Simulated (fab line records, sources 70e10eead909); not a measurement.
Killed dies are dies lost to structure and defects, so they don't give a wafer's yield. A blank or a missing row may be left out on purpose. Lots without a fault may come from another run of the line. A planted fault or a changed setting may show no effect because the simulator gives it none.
Chamber matching | flow nand_harc | NHARC_P_GATE_DESCUM_93 on rie_diel-09: 4 sister chambers
The step chemistry O2, time 3 s. 14 wafers are shown with their chamber, then 7 later ones without.

WAFERS WITH THEIR CHAMBER
wafer  | chamber | showerhead_plenum_p_Torr (Torr) | drypump_motor_current_A (A) | oes_product_au (a.u.)
L075.2 | 0       | 1.98                            | 5.9                         | 0.985
L075.3 | 3       | 2.03                            | 5.1                         | 1.029
L075.5 | 3       | 2.03                            | 5.1                         | 1.028
L081.1 | 0       | 1.98                            | 5.9                         | 1.008
L081.3 | 1       | 1.95                            | 5.7                         | 0.997
L081.5 | 1       | 1.95                            | 5.8                         | 1.007
L084.3 | 3       | 2.03                            | 5.1                         | 1.016
L084.4 | 0       | 1.98                            | 6.0                         | 1.008
L084.6 | 0       | 1.98                            | 6.0                         | 0.999
L083.1 | 0       | 1.97                            | 5.9                         | 0.998
L083.3 | 3       | 2.03                            | 5.1                         | 1.032
L083.6 | 3       | 2.03                            | 5.1                         | 1.021
L088.2 | 3       | 2.02                            | 5.1                         | 1.025
L088.4 | 2       | 2.06                            | 5.8                         | 0.991

SIGNATURES (means of the wafers above)
reading                  | chamber 0 | chamber 1 | chamber 2 | chamber 3 | scatter within a chamber
showerhead_plenum_p_Torr | 1.9780    | 1.9500    | 2.0600    | 2.0283    | 0.00404
drypump_motor_current_A  | 5.940     | 5.750     | 5.800     | 5.100     | 0.0412
oes_product_au           | 0.99960   | 1.00200   | 0.99100   | 1.02517   | 0.0076
Rule: a wafer's distance from a chamber is the root of the sum, over the readings, of the square of ((its reading less the chamber's mean) divided by the reading's scatter). The wafer belongs to the nearest chamber; if the next one is less than 2 further off, it can't be placed. The scatter: the root of (the sum of the squares of (reading less its chamber's mean) over the shown wafers, divided by (wafers less chambers)).

WAFERS WITHOUT THEIR CHAMBER
wafer  | showerhead_plenum_p_Torr (Torr) | drypump_motor_current_A (A) | oes_product_au (a.u.)
L088.5 | 2.06                            | 5.8                         | 1.001
L091.1 | 1.94                            | 5.8                         | 0.976
L091.3 | 1.97                            | 5.9                         | 0.993
L091.6 | 1.94                            | 5.8                         | 0.988
L096.2 | 2.02                            | 5.1                         | 1.019
L096.5 | 2.06                            | 5.8                         | 0.990
L096.6 | 1.94                            | 5.7                         | 0.993

WHICH CHAMBER EACH WENT THROUGH
wafer  | from the rows above | in truth
L088.5 | 2                   | 2
L091.1 | 1                   | 1
L091.3 | 0                   | 0
L091.6 | 1                   | 1
L096.2 | 3                   | 3
L096.5 | 2                   | 2
L096.6 | 1                   | 1
Placed correctly: 7 of 7. Can't be placed from these rows: 0. Placed wrongly: 0.
